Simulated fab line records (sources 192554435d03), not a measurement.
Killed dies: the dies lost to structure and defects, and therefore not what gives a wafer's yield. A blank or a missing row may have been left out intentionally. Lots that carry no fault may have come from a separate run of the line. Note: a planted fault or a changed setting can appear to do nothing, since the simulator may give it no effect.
Chamber matching | flow n5_finfet | N5_BEOL_M9_STRIP_67 on rie_diel-01: 4 sister chambers
The step strips in CF4. 8 wafers are shown with their chamber, then 10 later ones without.

== WAFERS WITH THEIR CHAMBER ==
wafer  | chamber | showerhead_plenum_p_Torr (Torr) | drypump_motor_current_A (A)
L077.2 | 1       | 1.76                            | 6.4
L082.2 | 0       | 1.81                            | 5.4
L082.3 | 1       | 1.76                            | 6.5
L088.3 | 2       | 1.78                            | 5.6
L088.4 | 3       | 1.88                            | 5.9
L088.6 | 3       | 1.88                            | 5.9
L089.3 | 2       | 1.77                            | 5.6
L089.4 | 0       | 1.81                            | 5.4

== WAFERS WITH NO CHAMBER GIVEN ==
wafer  | showerhead_plenum_p_Torr (Torr) | drypump_motor_current_A (A)
L089.6 | 1.77                            | 5.6
L090.2 | 1.77                            | 5.6
L090.4 | 1.75                            | 6.4
L090.6 | 1.75                            | 6.4
L092.2 | 1.88                            | 5.9
L092.4 | 1.88                            | 5.9
L092.6 | 1.81                            | 5.4
L097.2 | 1.75                            | 6.4
L097.4 | 1.80                            | 5.4
L097.6 | 1.77                            | 5.6

== CHAMBER TAKEN BY EACH ==
wafer  | from the rows above | in truth
L089.6 | 2                   | 2
L090.2 | 2                   | 2
L090.4 | 1                   | 1
L090.6 | 1                   | 1
L092.2 | 3                   | 3
L092.4 | 3                   | 3
L092.6 | 0                   | 0
L097.2 | 1                   | 1
L097.4 | 0                   | 0
L097.6 | 2                   | 2
10 of 10 placed correctly. Number that these rows cannot place: 0. Placed wrongly: 0.
How it was worked out, from the rows above alone: a wafer's distance from a chamber is the root of the sum, over the readings, of the square of ((its reading less the chamber's mean) divided by the reading's scatter). If the next closest chamber is less than 2 further off than the closest, the wafer can't be placed; otherwise it belongs to the closest. The mean given for a chamber averages the wafers shown for that chamber. The scatter is the square root of a quotient: the sum, over the shown wafers, of each reading's squared deviation from its chamber's mean, divided by wafers minus chambers.
